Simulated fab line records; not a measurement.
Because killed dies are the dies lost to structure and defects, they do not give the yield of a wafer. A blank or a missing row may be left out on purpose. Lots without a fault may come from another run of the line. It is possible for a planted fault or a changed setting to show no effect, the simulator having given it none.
fab line records	flow nand-harc
record lots=24	wafers=72	last-day=34
route steps=1302 shown P_GATE@174 P_CONTACT@217 P_M0@277 P_M1@296
lots with no fault: from the same line, run without faults
start-h: the number of hours between the record's first day and the start of the first shown wafer of the lot	wait-h: hours elapsed since this lot's preceding step	" as in the row above	L1.1+2: one row covering several wafers at once	- no value present, or no start provided	* or withheld: withheld	< > ~ a bound
route shown NAME@n: a module of which the file shows steps, and the number in the route of the first	usual: the fault-free wafers' mean and standard deviation	same: alike in all rows	chamber/n: place in a boat	sites: readings site by site	_std_site: their standard deviation	_edge_site: inner sites' mean taken away from outer sites' mean	radius-mm: how far each site lies from the wafer's centre	mask NAME#n: copy n	behind: the tool/chamber that last shaped the wafer	hold: the reason the lot was held/the length of the hold in hours/how it ended	device: which transistor (n, p or np) failed to switch	end of line: the same wafers' tests at the end of the route	a step with no rows: only its recipe	killed: dies lost to structure and defects at the first sort, not the wafer's yield	map: the dies of a wafer, with x for killed, . for not killed, _ for no die there
set.NAME: the setting as run; set.NAME@STEP: as run at that earlier step	model.NAME: the simulator's own value behind a step, which no gauge read
one table for each step of the route and one row for each wafer, over a sample of lots
services: a tool's chamber out of use, with start hour (start-h, from the record's first day; less than 0 if before it), hours out, and reason
## steps
# step NHARC_P_GATE_STRIP_111
# recipe power-w=1500	temp-c=110	time-s=250	chemistry=N2/H2
# usual drypump-motor-current-A=5.6/0.59	heater-power-w=97/5.9
lot.wafer	tool	chamber	start-h	wait-h	drypump-motor-current-A	heater-power-w	rf-hours-counter-h
L074.2	plasma-asher-02	0	116.79	0.2	5.2	105	5
L074.5	"	0	"	"	5.2	107	-
L074.6	"	1	"	"	4.8	103	-
L075.3	plasma-asher-01	0	117.27	0.2	6.3	91	-
L075.4	"	1	"	"	5.9	97	-
L075.6	"	0	"	"	6.3	95	-
L076.3	plasma-asher-02	1	129.70	0.2	4.8	101	-
L076.4	"	0	"	"	5.2	105	-
L076.6	"	1	"	"	4.8	103	-
L077.2	plasma-asher-01	1	133.61	0.2	6.0	95	29
L077.3	"	0	"	"	6.2	92	-
L077.5	"	1	"	"	6.0	100	-
L078.1	plasma-asher-01	0	146.85	0.2	6.3	93	32
L078.4	"	1	"	"	5.9	95	-
L078.5	"	1	"	"	5.9	95	-
L079.2	plasma-asher-01	1	164.01	0.2	6.0	97	35
L079.5	"	1	"	"	6.0	97	-
L079.6	"	0	"	"	6.3	94	-
L080.3	plasma-asher-02	1	167.10	0.2	4.8	99	-
L080.5	"	1	"	"	4.8	102	-
L080.6	"	0	"	"	5.2	104	-
L081.2	plasma-asher-01	1	178.27	0.2	5.9	95	1
L081.3	"	1	"	"	5.9	96	-
L081.5	"	0	"	"	6.3	88	-
L082.1	plasma-asher-01	0	189.31	0.2	6.2	89	3
L082.4	"	0	"	"	6.3	86	-
L082.6	"	0	"	"	6.3	89	-
L083.1	plasma-asher-01	0	198.95	0.2	6.3	89	4
L083.6	"	1	"	"	5.9	95	-
L083.5	"	0	"	"	6.3	90	-
L084.1	plasma-asher-01	0	208.65	0.2	6.3	89	8
L084.3	"	1	"	"	5.9	97	-
L084.5	"	1	"	"	6.0	97	-
L085.2	plasma-asher-02	1	222.75	0.2	4.8	102	27
L085.4	"	0	"	"	5.2	108	-
L085.6	"	1	"	"	4.8	100	-
L086.1	plasma-asher-01	1	225.47	0.2	6.0	96	12
L086.3	"	1	"	"	6.0	97	-
L086.4	"	0	"	"	6.3	84	-
L087.2	plasma-asher-02	0	240.99	0.2	5.2	104	32
L087.4	"	0	"	"	5.2	110	-
L087.6	"	1	"	"	4.8	101	-
L088.1	plasma-asher-01	0	254.05	0.2	6.3	87	17
L088.2	"	1	"	"	6.0	97	17
L088.5	"	1	"	"	6.0	96	-
L089.4	plasma-asher-02	1	260.42	0.3	4.8	96	-
L089.6	"	0	"	"	5.2	107	-
L089.5	"	1	"	"	4.8	95	-
L090.1	plasma-asher-02	1	273.35	0.2	4.8	94	3
L090.4	"	0	"	"	5.2	102	-
L090.5	"	1	"	"	4.8	95	-
L091.1	plasma-asher-01	0	286.01	0.2	6.3	88	24
L091.4	"	0	"	"	6.3	90	-
L091.5	"	1	"	"	5.9	97	-
L092.2	plasma-asher-02	0	290.40	0.2	5.2	106	6
L092.1	"	1	"	"	4.8	96	6
L092.6	"	0	"	"	5.2	104	-
L093.2	plasma-asher-01	1	297.29	0.2	5.9	95	27
L093.3	"	1	"	"	5.9	97	-
L093.6	"	0	"	"	6.3	90	-
L094.4	plasma-asher-02	0	317.71	0.2	5.2	106	-
L094.5	"	0	"	"	5.2	104	-
L094.6	"	1	"	"	4.8	96	-
L095.2	plasma-asher-02	1	322.18	0.2	4.8	96	13
L095.3	"	1	"	"	4.8	95	-
L095.6	"	1	"	"	4.8	95	-
L096.3	plasma-asher-01	1	332.49	0.2	6.0	98	-
L096.4	"	0	"	"	6.3	88	-
L096.5	"	1	"	"	6.0	94	-
L097.3	plasma-asher-02	0	345.97	0.2	5.2	103	-
L097.4	"	1	"	"	4.8	94	-
L097.6	"	1	"	"	4.8	97	-
# step NHARC_P_GATE_CD_MEAS_91
# recipe target-cd-nm=2000	landing-energy-ev=500
# usual cd-nm=2000.4/1.9
lot.wafer	tool	chamber	start-h	wait-h	cd-nm
L074.2	cd-sem-02	0	119.62	-	2002.0
L074.5	"	0	"	"	2005.2
L074.6	"	0	"	"	2001.6
L075.3	cd-sem-01	0	120.13	-	2001.1
L075.4	"	0	"	"	2001.0
L075.6	"	0	"	"	1998.2
L076.3	cd-sem-03	0	132.48	-	2001.2
L076.4	"	0	"	"	2002.0
L076.6	"	0	"	"	2001.1
L077.2	cd-sem-01	0	136.32	-	2000.8
L077.3	"	0	"	"	1999.7
L077.5	"	0	"	"	1999.3
L078.1	cd-sem-01	0	149.61	-	1998.6
L078.4	"	0	"	"	2002.5
L078.5	"	0	"	"	2001.7
L079.2	cd-sem-01	0	167.07	-	1996.8
L079.5	"	0	"	"	2001.8
L079.6	"	0	"	"	1998.6
L080.3	cd-sem-03	0	169.82	-	1998.8
L080.5	"	0	"	"	1998.6
L080.6	"	0	"	"	2000.0
L081.2	cd-sem-01	0	181.23	-	1999.7
L081.3	"	0	"	"	2001.5
L081.5	"	0	"	"	1999.2
L082.1	cd-sem-02	0	192.13	-	1999.3
L082.4	"	0	"	"	1997.7
L082.6	"	0	"	"	1999.5
L083.1	cd-sem-02	0	201.84	-	1999.5
L083.5	"	0	"	"	2000.1
L083.6	"	0	"	"	1998.7
L084.1	cd-sem-03	0	211.50	-	2001.5
L084.3	"	0	"	"	2000.3
L084.5	"	0	"	"	2001.3
L085.2	cd-sem-01	0	225.69	-	1995.8
L085.4	"	0	"	"	1997.7
L085.6	"	0	"	"	1996.1
L086.1	cd-sem-01	0	228.40	-	2004.9
L086.3	"	0	"	"	2001.1
L086.4	"	0	"	"	2003.0
L087.2	cd-sem-02	0	243.88	-	2000.1
L087.4	"	0	"	"	1999.7
L087.6	"	0	"	"	2002.8
L088.1	cd-sem-03	0	256.98	-	2000.2
L088.2	"	0	"	"	2003.1
L088.5	"	0	"	"	2000.7
L089.4	cd-sem-02	0	263.09	-	2001.2
L089.5	"	0	"	"	1999.5
L089.6	"	0	"	"	2001.7
L090.1	cd-sem-03	0	276.19	-	2000.8
L090.4	"	0	"	"	2000.8
L090.5	"	0	"	"	1998.7
L091.1	cd-sem-03	0	288.85	-	1997.2
L091.4	"	0	"	"	1999.7
L091.5	"	0	"	"	1998.6
L092.1	cd-sem-01	0	293.20	-	1997.0
L092.2	"	0	"	"	1998.7
L092.6	"	0	"	"	1999.6
L093.2	cd-sem-03	0	300.08	-	1998.6
L093.3	"	0	"	"	2002.0
L093.6	"	0	"	"	1999.6
L094.4	cd-sem-01	0	320.57	-	1998.9
L094.5	"	0	"	"	2000.6
L094.6	"	0	"	"	2001.4
L095.2	cd-sem-03	0	325.09	-	1997.6
L095.3	"	0	"	"	2000.3
L095.6	"	0	"	"	1996.6
L096.3	cd-sem-02	0	335.33	-	2002.1
L096.4	"	0	"	"	2002.9
L096.5	"	0	"	"	2000.3
L097.3	cd-sem-01	0	348.69	-	2000.5
L097.4	"	0	"	"	2002.7
L097.6	"	0	"	"	2002.6
# step NHARC_P_GATE_DESCUM_93
# recipe time-s=3	o2-flow-sccm=200	ar-flow-sccm=0	bias-power-w=0	chemistry=O2
# usual drypump-motor-current-A=5.5/0.5	oes-product-au=1.003/0.011	rf-vpp-V=57.9/0.8	showerhead-plenum-p-Torr=1.94/0.073	throttle-valve-pct=11.312/0.0088
lot.wafer	tool	chamber	start-h	wait-h	drypump-motor-current-A	oes-product-au	rf-hours-counter-h	rf-vpp-V	showerhead-plenum-p-Torr	throttle-valve-pct
L074.2	rie-diel-01	0	119.78	-	6.3	1.004	5	58.3	1.99	11.314
L074.6	"	0	"	"	6.3	1.000	-	57.8	1.99	11.320
L074.5	"	1	"	"	6.1	1.013	-	58.0	1.99	11.307
L075.3	rie-diel-01	0	120.29	-	6.3	1.007	5	57.9	1.99	11.292
L075.4	"	1	"	"	6.1	1.017	5	58.1	1.99	11.304
L075.6	"	0	"	"	6.3	1.008	-	58.7	1.99	11.309
L076.3	rie-diel-05	3	132.66	-	6.1	1.014	4	58.9	1.90	11.314
L076.4	"	0	"	"	5.1	0.998	-	57.5	1.98	11.309
L076.6	"	3	"	"	6.0	1.010	-	59.3	1.90	11.294
L077.3	rie-diel-05	0	136.50	-	5.1	0.995	4	57.9	1.98	11.301
L077.2	"	2	"	"	5.0	1.018	4	57.9	2.03	11.308
L077.5	"	3	"	"	6.0	1.020	-	57.6	1.90	11.319
L078.4	rie-diel-05	1	149.77	-	5.8	0.997	4	58.7	1.82	11.307
L078.1	"	2	"	"	5.0	1.004	4	59.0	2.03	11.297
L078.5	"	2	"	"	5.0	1.005	-	58.1	2.03	11.290
L079.2	rie-diel-02	1	167.26	-	5.3	0.994	8	56.9	1.86	11.308
L079.5	"	2	"	"	5.9	1.000	-	58.2	1.92	11.311
L079.6	"	1	"	"	5.3	0.993	-	57.2	1.86	11.315
L080.3	rie-diel-05	2	169.99	-	5.0	1.001	5	58.3	2.03	11.302
L080.6	"	1	"	"	5.8	0.997	-	57.9	1.82	11.321
L080.5	"	2	"	"	5.0	1.007	-	58.9	2.03	11.321
L081.2	rie-diel-05	1	181.39	-	5.8	0.997	7	57.3	1.82	11.312
L081.3	"	0	"	"	5.1	0.992	7	58.9	1.97	11.295
L081.5	"	2	"	"	5.0	1.010	-	59.8	2.03	11.316
L082.1	rie-diel-05	1	192.29	-	5.8	0.996	8	57.1	1.82	11.314
L082.4	"	2	"	"	4.9	1.017	6	59.1	2.03	11.314
L082.6	"	2	"	"	4.9	1.006	-	56.9	2.03	11.319
L083.1	rie-diel-01	0	202.02	-	6.3	1.006	10	59.6	1.99	11.318
L083.6	"	2	"	"	5.4	1.006	-	58.0	1.80	11.299
L083.5	"	3	"	"	6.1	0.984	-	57.0	2.04	11.305
L084.1	rie-diel-02	2	211.66	-	5.9	0.997	10	57.2	1.92	11.316
L084.3	"	1	"	"	5.3	0.990	11	58.2	1.86	11.325
L084.5	"	0	"	"	4.9	1.009	-	57.8	1.98	11.311
L085.2	rie-diel-02	0	225.87	-	4.9	1.008	0	57.7	1.98	11.316
L085.6	"	0	"	"	4.9	1.004	-	56.6	1.98	11.316
L085.4	"	1	"	"	5.3	0.990	-	57.9	1.86	11.331
L086.3	rie-diel-05	2	228.57	-	5.0	1.015	9	57.8	2.03	11.315
L086.4	"	3	"	"	6.1	1.015	10	58.1	1.90	11.305
L086.1	"	0	"	"	5.1	1.014	11	57.8	1.97	11.318
L087.2	rie-diel-02	3	244.05	-	4.9	1.018	0	58.1	1.99	11.307
L087.4	"	0	"	"	4.9	1.010	1	57.3	1.98	11.330
L087.6	"	3	"	"	4.9	1.028	-	58.0	1.99	11.317
L088.2	rie-diel-05	3	257.14	-	6.1	1.029	1	58.7	1.90	11.308
L088.1	"	1	"	"	5.8	1.000	1	57.4	1.82	11.305
L088.5	"	0	"	"	5.1	0.999	-	57.7	1.97	11.304
L089.4	rie-diel-05	1	263.25	-	5.8	0.988	2	57.4	1.82	11.322
L089.5	"	0	"	"	5.1	1.001	-	58.8	1.97	11.310
L089.6	"	1	"	"	5.8	0.998	-	57.7	1.82	11.312
L090.1	rie-diel-02	0	276.38	-	4.9	0.997	2	58.0	1.98	11.329
L090.5	"	3	"	"	4.9	1.026	-	56.6	1.99	11.315
L090.4	"	0	"	"	4.9	1.000	-	59.0	1.98	11.318
L091.1	rie-diel-02	2	289.03	-	5.9	0.988	2	58.2	1.92	11.304
L091.4	"	0	"	"	4.9	1.000	2	59.3	1.98	11.318
L091.5	"	2	"	"	5.9	0.999	-	58.9	1.92	11.301
L092.2	rie-diel-01	0	293.37	-	6.3	0.999	6	57.8	1.99	11.308
L092.1	"	2	"	"	5.4	0.999	4	57.4	1.80	11.308
L092.6	"	0	"	"	6.3	1.008	-	57.3	1.99	11.309
L093.3	rie-diel-02	0	300.25	-	4.9	0.992	2	58.4	1.98	11.313
L093.2	"	1	"	"	5.3	1.004	3	57.6	1.86	11.294
L093.6	"	0	"	"	4.9	1.004	-	57.1	1.98	11.313
L094.4	rie-diel-02	1	320.74	-	5.3	1.009	5	57.9	1.86	11.302
L094.6	"	0	"	"	4.9	0.999	-	57.6	1.98	11.312
L094.5	"	1	"	"	5.3	1.005	-	57.6	1.86	11.318
L095.2	rie-diel-02	3	325.25	-	4.9	1.018	4	58.1	1.99	11.316
L095.3	"	2	"	"	5.9	0.999	5	57.8	1.92	11.304
L095.6	"	0	"	"	4.9	1.003	-	57.8	1.98	11.325
L096.3	rie-diel-05	2	335.48	-	4.9	0.984	6	57.2	2.03	11.295
L096.4	"	1	"	"	5.8	0.991	6	56.9	1.81	11.307
L096.5	"	3	"	"	6.1	1.023	-	56.4	1.90	11.311
L097.4	rie-diel-01	3	348.86	-	6.1	0.989	11	57.8	2.03	11.305
L097.3	"	1	"	"	6.1	1.008	7	59.7	1.99	11.303
L097.6	"	3	"	"	6.1	0.982	-	58.6	2.03	11.302
# step NHARC_P_CONTACT_DEP_30
# recipe target-thk-a=300	temp-c=400	target-thk-nm=30	flow-sccm=200	rf-w=450	material=SiNx
# usual heater-power-w=647/77
lot.wafer	tool	chamber	start-h	wait-h	heater-power-w
L074.2	pecvd-02	2	122.90	0.1	579
L074.5	"	2	"	"	574
L074.6	"	1	"	"	555
L075.3	pecvd-01	1	123.60	0.1	619
L075.4	"	2	"	"	580
L075.6	"	1	"	"	621
L076.3	pecvd-02	0	135.62	0.1	718
L076.4	"	0	"	"	711
L076.6	"	2	"	"	608
L077.3	pecvd-02	0	139.53	0.1	768
L077.2	"	1	"	"	610
L077.5	"	2	"	"	606
L078.1	pecvd-02	0	152.78	0.1	663
L078.4	"	0	"	"	658
L078.5	"	2	"	"	627
L079.2	pecvd-02	2	170.61	0.1	585
L079.5	"	2	"	"	586
L079.6	"	1	"	"	636
L080.3	pecvd-01	1	173.00	0.1	602
L080.5	"	1	"	"	595
L080.6	"	0	"	"	677
L081.3	pecvd-01	2	184.41	0.1	589
L081.2	"	0	"	"	728
L081.5	"	2	"	"	599
L082.1	pecvd-01	2	195.24	0.1	633
L082.6	"	0	"	"	692
L082.4	"	1	"	"	639
L083.1	pecvd-03	0	205.48	0.1	783
L083.5	"	1	"	"	726
L083.6	"	2	"	"	565
L084.3	pecvd-03	2	214.66	0.1	528
L084.1	"	0	"	"	735
L084.5	"	0	"	"	758
L085.2	pecvd-01	1	229.04	0.1	634
L085.4	"	2	"	"	615
L085.6	"	1	"	"	652
L086.1	pecvd-01	0	231.54	0.1	694
L086.3	"	2	"	"	578
L086.4	"	0	"	"	688
L087.2	pecvd-01	0	247.10	0.1	643
L087.4	"	1	"	"	632
L087.6	"	2	"	"	633
L088.2	pecvd-01	1	260.16	0.1	561
L088.1	"	2	"	"	576
L088.5	"	0	"	"	594
L089.6	pecvd-01	1	266.35	0.2	625
L089.4	"	2	"	"	597
L089.5	"	0	"	"	604
L090.1	pecvd-03	1	279.43	0.1	718
L090.4	"	0	"	"	867
L090.5	"	2	"	"	539
L091.1	pecvd-01	2	291.99	0.1	574
L091.4	"	2	"	"	578
L091.5	"	0	"	"	681
L092.2	pecvd-02	1	296.33	0.1	700
L092.1	"	0	"	"	687
L092.6	"	2	"	"	722
L093.2	pecvd-01	1	303.28	0.1	574
L093.3	"	1	"	"	564
L093.6	"	0	"	"	649
L094.6	pecvd-03	2	323.83	0.2	555
L094.4	"	0	"	"	789
L094.5	"	1	"	"	778
L095.3	pecvd-02	2	328.22	0.1	673
L095.2	"	1	"	"	590
L095.6	"	2	"	"	663
L096.3	pecvd-03	2	338.59	0.1	574
L096.5	"	1	"	"	816
L096.4	"	2	"	"	598
L097.3	pecvd-02	2	351.95	0.1	621
L097.6	"	1	"	"	614
L097.4	"	2	"	"	603
# step NHARC_P_M0_ANNEAL_30
# recipe temp-c=225	time-s=90
# usual wafer_temp_C_max=225.9/0.44
lot.wafer	tool	chamber	start-h	wait-h	wafer_temp_C_max
L074.2	rtp-anneal-01	0	130.99	-	225.8
L074.5	"	0	"	"	226.3
L074.6	"	0	"	"	226.0
L075.3	rtp-anneal-02	0	131.43	0.3	225.4
L075.4	"	0	"	"	225.5
L075.6	"	0	"	"	225.4
L076.3	rtp-anneal-02	0	143.62	0.3	225.5
L076.4	"	0	"	"	225.5
L076.6	"	0	"	"	225.4
L077.2	rtp-anneal-02	0	147.02	0.4	225.5
L077.3	"	0	"	"	225.4
L077.5	"	0	"	"	225.6
L078.1	rtp-anneal-01	0	160.45	0.3	226.1
L078.4	"	0	"	"	226.0
L078.5	"	0	"	"	226.2
L079.2	rtp-anneal-02	0	179.27	-	225.5
L079.5	"	0	"	"	225.9
L079.6	"	0	"	"	225.7
L080.3	rtp-anneal-01	0	180.61	0.3	226.7
L080.5	"	0	"	"	226.4
L080.6	"	0	"	"	226.6
L081.2	rtp-anneal-01	0	192.25	0.4	226.6
L081.3	"	0	"	"	226.1
L081.5	"	0	"	"	226.4
L082.1	rtp-anneal-01	0	203.00	0.3	226.1
L082.4	"	0	"	"	225.7
L082.6	"	0	"	"	225.6
L083.1	rtp-anneal-02	0	213.52	-	225.4
L083.5	"	0	"	"	225.4
L083.6	"	0	"	"	225.7
L084.1	rtp-anneal-01	0	222.21	0.3	226.1
L084.3	"	0	"	"	226.1
L084.5	"	0	"	"	226.1
L085.2	rtp-anneal-01	0	236.73	-	226.9
L085.4	"	0	"	"	225.9
L085.6	"	0	"	"	226.2
L086.1	rtp-anneal-02	0	239.45	-	225.4
L086.3	"	0	"	"	225.2
L086.4	"	0	"	"	225.5
L087.2	rtp-anneal-02	0	254.49	0.3	225.5
L087.4	"	0	"	"	225.4
L087.6	"	0	"	"	225.2
L088.1	rtp-anneal-01	0	267.67	0.3	226.1
L088.2	"	0	"	"	226.3
L088.5	"	0	"	"	226.1
L089.4	rtp-anneal-01	0	273.98	-	225.9
L089.5	"	0	"	"	226.4
L089.6	"	0	"	"	225.8
L090.1	rtp-anneal-01	0	287.11	0.4	226.3
L090.4	"	0	"	"	226.2
L090.5	"	0	"	"	226.5
L091.1	rtp-anneal-02	0	299.62	0.3	225.8
L091.4	"	0	"	"	225.8
L091.5	"	0	"	"	225.5
L092.1	rtp-anneal-01	0	304.01	0.3	226.0
L092.2	"	0	"	"	226.2
L092.6	"	0	"	"	226.0
L093.2	rtp-anneal-02	0	311.05	-	225.5
L093.3	"	0	"	"	225.6
L093.6	"	0	"	"	225.5
L094.4	rtp-anneal-02	0	331.41	-	225.8
L094.5	"	0	"	"	226.0
L094.6	"	0	"	"	225.7
L095.2	rtp-anneal-02	0	335.86	-	225.7
L095.3	"	0	"	"	225.3
L095.6	"	0	"	"	225.4
L096.3	rtp-anneal-02	0	346.35	-	225.4
L096.4	"	0	"	"	225.6
L096.5	"	0	"	"	225.3
L097.3	rtp-anneal-02	0	359.62	-	225.3
L097.4	"	0	"	"	225.6
L097.6	"	0	"	"	225.3
# step NHARC_P_M1_OVL_MEAS_10
# recipe pitch-nm=260
# usual overlay-x-nm=0.2/0.73	overlay-y-nm=0.0/0.91
lot.wafer	tool	chamber	start-h	wait-h	overlay-x-nm	overlay-y-nm
L074.2	overlay-02	-	133.48	-	0.9	-0.9
L074.5	"	-	"	"	0.5	-1.0
L074.6	"	-	"	"	0.7	-0.8
L075.3	overlay-01	-	133.64	-	0.4	-0.2
L075.4	"	-	"	"	0.3	-0.1
L075.6	"	-	"	"	0.6	-0.1
L076.3	overlay-01	-	145.82	-	-0.8	-0.1
L076.4	"	-	"	"	-0.6	0.0
L076.6	"	-	"	"	-1.2	0.3
L077.2	overlay-02	-	149.25	-	-0.1	0.4
L077.3	"	-	"	"	-0.3	0.4
L077.5	"	-	"	"	-0.2	0.6
L078.1	overlay-01	-	162.62	-	1.2	0.9
L078.4	"	-	"	"	1.2	0.6
L078.5	"	-	"	"	0.8	0.1
L079.2	overlay-01	-	181.37	-	-0.7	-1.2
L079.5	"	-	"	"	0.2	-1.3
L079.6	"	-	"	"	-0.4	-1.2
L080.3	overlay-01	-	182.80	-	-0.2	0.2
L080.5	"	-	"	"	-0.5	-0.1
L080.6	"	-	"	"	-0.1	-0.1
L081.2	overlay-02	-	194.47	-	-0.3	0.2
L081.3	"	-	"	"	-1.1	-0.1
L081.5	"	-	"	"	-0.2	-0.7
L082.1	overlay-01	-	205.17	-	-0.7	0.1
L082.4	"	-	"	"	0.0	0.7
L082.6	"	-	"	"	-0.9	0.5
L083.1	overlay-01	-	215.83	-	-1.4	1.5
L083.5	"	-	"	"	-0.8	1.1
L083.6	"	-	"	"	-1.5	1.8
L084.1	overlay-02	-	224.38	-	0.6	1.3
L084.3	"	-	"	"	0.2	0.3
L084.5	"	-	"	"	0.5	0.2
L085.2	overlay-02	-	238.94	-	0.2	-0.2
L085.4	"	-	"	"	-0.1	-0.5
L085.6	"	-	"	"	0.5	-0.1
L086.1	overlay-02	-	241.59	-	-0.1	-0.9
L086.3	"	-	"	"	0.4	-1.4
L086.4	"	-	"	"	-0.3	-0.6
L087.2	overlay-01	-	256.61	-	0.7	0.4
L087.4	"	-	"	"	0.5	0.1
L087.6	"	-	"	"	1.1	-0.1
L088.1	overlay-02	-	269.97	-	0.3	1.9
L088.2	"	-	"	"	0.2	1.3
L088.5	"	-	"	"	0.0	2.0
L089.4	overlay-02	-	276.00	-	2.0	-0.4
L089.5	"	-	"	"	1.3	0.3
L089.6	"	-	"	"	1.7	-0.6
L090.1	overlay-01	-	289.41	-	-1.0	0.1
L090.4	"	-	"	"	-0.3	-0.1
L090.5	"	-	"	"	0.1	0.0
L091.1	overlay-01	-	301.92	-	-0.1	-0.7
L091.4	"	-	"	"	-0.1	-0.9
L091.5	"	-	"	"	-0.2	-0.4
L092.1	overlay-02	-	306.44	-	-0.2	-0.3
L092.2	"	-	"	"	-0.2	-0.3
L092.6	"	-	"	"	-0.8	0.1
L093.2	overlay-01	-	313.18	-	0.9	-0.4
L093.3	"	-	"	"	0.5	-0.7
L093.6	"	-	"	"	0.9	-0.8
L094.4	overlay-01	-	333.56	-	0.1	-1.6
L094.5	"	-	"	"	0.6	-1.1
L094.6	"	-	"	"	0.4	-1.5
L095.2	overlay-01	-	338.14	-	1.4	-1.1
L095.3	"	-	"	"	1.2	-0.8
L095.6	"	-	"	"	0.9	-1.0
L096.3	overlay-01	-	348.54	-	-0.2	1.4
L096.4	"	-	"	"	-0.3	0.9
L096.5	"	-	"	"	0.2	0.2
L097.3	overlay-01	-	361.66	-	0.2	1.9
L097.4	"	-	"	"	0.1	1.6
L097.6	"	-	"	"	0.0	2.0
## services
tool	chamber	start-h	hours	kind
rie-diel-02	1	108.52	3.1	repair
rie-diel-02	3	108.61	132.0	repair
pecvd-01	1	124.69	16.6	repair
rie-diel-05	1	127.70	9.0	repair
pecvd-01	-	130.00	13.0	pm
rie-diel-05	2	150.77	6.3	repair
plasma-asher-01	-	165.29	9.0	pm
rie-diel-05	2	175.66	4.2	repair
plasma-asher-02	-	196.34	7.1	repair
rie-diel-02	-	216.70	9.0	pm
rie-diel-05	-	217.84	0.8	repair
rie-diel-05	-	229.60	9.0	pm
plasma-asher-01	-	238.06	6.0	repair
plasma-asher-02	-	249.28	1.9	repair
plasma-asher-02	-	251.22	9.0	pm
rie-diel-02	0	251.31	2.9	repair
pecvd-01	-	263.46	2.7	repair
rie-diel-02	1	274.13	2.5	repair
pecvd-01	2	299.59	11.9	repair
pecvd-01	-	311.00	13.0	pm
rie-diel-05	0	316.02	13.5	repair
pecvd-01	1	331.17	8.5	repair
pecvd-01	-	332.68	0.8	repair
plasma-asher-01	-	342.29	9.0	pm
## key
fault none
